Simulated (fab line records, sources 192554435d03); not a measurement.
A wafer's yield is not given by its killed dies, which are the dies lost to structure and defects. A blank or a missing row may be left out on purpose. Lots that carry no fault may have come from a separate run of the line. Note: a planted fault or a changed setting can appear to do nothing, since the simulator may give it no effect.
Matching of chambers | flow n5 finfet | thermal cvd si-01 running N5_HKMG_FIN_CVD_62: 3 sister chambers
The step deposits a-Si from Si2H6, target thk 3 nm, time 20.8 s. 3 wafers are shown with their chamber, then 8 later ones without.

WAFERS WITH THEIR CHAMBER
wafer  | chamber | heater power w (W)
L303.4 | 0       | 1513
L303.6 | 2       | 1351
L305.1 | 1       | 1340

WAFERS WITH NO CHAMBER GIVEN
wafer  | heater power w (W)
L305.2 | 1304
L305.6 | 1379
L307.1 | 1343
L307.3 | 1539
L307.5 | 1353
L315.2 | 1335
L315.5 | 1361
L315.6 | 1387

WHICH CHAMBER EACH ONE RAN IN
wafer  | from the rows above     | in truth
L305.2 | can't be placed: 1 or 2 | 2
L305.6 | can't be placed: 2 or 1 | 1
L307.1 | can't be placed: 1 or 2 | 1
L307.3 | 0                       | 0
L307.5 | can't be placed: 2 or 1 | 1
L315.2 | can't be placed: 1 or 2 | 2
L315.5 | can't be placed: 2 or 1 | 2
L315.6 | can't be placed: 2 or 1 | 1
Placed correctly: 1 of 8. Unplaceable from these rows: 7, with the true chamber sitting among the candidates in 7. Placed wrongly: 0.
How it was worked out, from the rows above alone: a wafer's distance from a chamber is the root of the sum, over the readings, of the square of ((its reading less the chamber's mean) divided by the reading's scatter). The wafer belongs to the nearest chamber; if the next one is less than 2 further off, it can't be placed. The mean given for a chamber averages the wafers shown for that chamber. The scatter: root of mean squared gap, hidden wafer to nearest shown wafer, with one shown wafer a chamber.
